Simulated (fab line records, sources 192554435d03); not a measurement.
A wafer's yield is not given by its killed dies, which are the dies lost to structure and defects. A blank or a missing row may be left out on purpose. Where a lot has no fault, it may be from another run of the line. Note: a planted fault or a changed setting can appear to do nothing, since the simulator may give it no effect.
Check of tool commonality | flow n5-finfet | Lots sampled 9, wafers sampled 26

REASON IT WAS OPENED
On 3 of the 9 lots, a flag is raised at N5_BEOL_M1_OCD_MEAS_38 on the reading trench-depth-nm. Wafers without a fault read 55.4 nm, standard deviation 1.2.
Rule: a lot is flagged when every wafer of it that has a number lies more than 4 standard deviations from that mean, or none has a number. The other lots count as sound.

lot  | measured     | on     | trench-depth-nm (nm), wafer by wafer | flag
L806 | day 6 05:11  | ocd-01 | 54.5 56.8 55.6                       |
L807 | day 6 17:28  | ocd-02 | 55.3 56.4 57.0                       |
L810 | day 7 04:47  | ocd-01 | 0.2 0.6 0.4                          | FLAGGED
L811 | day 7 08:33  | ocd-02 | 0 0 0.3                              | FLAGGED
L812 | day 7 11:11  | ocd-01 | 0.4 0 0.2                            | FLAGGED
L822 | day 10 08:17 | ocd-02 | 54.9 54.0                            |
L823 | day 10 11:35 | ocd-01 | 54.3 54.2 54.8                       |
L827 | day 11 13:59 | ocd-02 | 56.1 56.2 55.6                       |
L828 | day 11 18:53 | ocd-01 | 54.0 53.7 54.8                       |
Average over the flagged lots: 0.2 nm; offset from the usual -55.2 nm, equal to -46 standard deviations.

LOT BY LOT: THE TOOL USED
2 process steps preceding the reading are held in the record, out of 1938 steps in the route. Each cell gives the tool, then ch followed by the chambers the sampled wafers passed through, then the start.
lot  | flag    | N5_BEOL_M1_ETCH_69                 | N5_BEOL_M1_TRENCH_ETCH_37
L806 |         | rie-diel-01 ch 0,1,3, day 6 04:34  | rie-diel-04 ch 0,1,2, day 6 05:02
L807 |         | rie-diel-04 ch 0,1,3, day 6 10:28  | rie-diel-04 ch 1,2,3, day 6 17:18
L810 | FLAGGED | rie-diel-05 ch 0,1,3, day 7 02:25  | rie-diel-04 ch 1,2, day 7 04:38
L811 | FLAGGED | rie-diel-04 ch 0,1,2, day 7 07:12  | rie-diel-01 ch 0,2, day 7 08:23
L812 | FLAGGED | rie-diel-04 ch 0,1,2, day 7 10:23  | rie-diel-04 ch 2,3, day 7 11:02
L822 |         | rie-diel-01 ch 1,2, day 10 06:59   | rie-diel-01 ch 0,3, day 10 08:08
L823 |         | rie-diel-04 ch 0,1, day 10 09:46   | rie-diel-01 ch 0,1, day 10 11:26
L827 |         | rie-diel-01 ch 1,2,3, day 11 09:26 | rie-diel-01 ch 0,2,3, day 11 13:50
L828 |         | rie-diel-04 ch 0,2,3, day 11 15:34 | rie-diel-01 ch 0,1, day 11 18:44
What the steps here do:
- N5_BEOL_M1_ETCH_69: etches SiARC in CF4, target depth 15.6 nm, time 26 s.
- N5_BEOL_M1_TRENCH_ETCH_37: etches SiOC in C4F6/O2, target depth 55.207 nm, time 29 s.
- N5_BEOL_M1_OCD_MEAS_38

FLAGGED AGAINST TOTAL, ONE TOOL AT A TIME (gauges that did the reading follow at the end)
step                      | tool        | lots run | flagged | share of the flagged lots | sound lots run after its first flagged lot
N5_BEOL_M1_ETCH_69        | rie-diel-01 | 3        | 0       | none                      | -
N5_BEOL_M1_ETCH_69        | rie-diel-04 | 5        | 2       | some                      | 2 (L823,L828)
N5_BEOL_M1_ETCH_69        | rie-diel-05 | 1        | 1       | some                      | 0
N5_BEOL_M1_TRENCH_ETCH_37 | rie-diel-01 | 5        | 1       | some                      | 4 (L822,L823,L827,L828)
N5_BEOL_M1_TRENCH_ETCH_37 | rie-diel-04 | 4        | 2       | some                      | 0
N5_BEOL_M1_OCD_MEAS_38    | ocd-01      | 5        | 2       | some                      | 2 (L823,L828)
N5_BEOL_M1_OCD_MEAS_38    | ocd-02      | 4        | 1       | some                      | 2 (L822,L827)

THE TABLE: WHAT IT ALLOWS
No row of the table ran every flagged lot.

WHAT WAS PUT IN BY THE SIMULATOR
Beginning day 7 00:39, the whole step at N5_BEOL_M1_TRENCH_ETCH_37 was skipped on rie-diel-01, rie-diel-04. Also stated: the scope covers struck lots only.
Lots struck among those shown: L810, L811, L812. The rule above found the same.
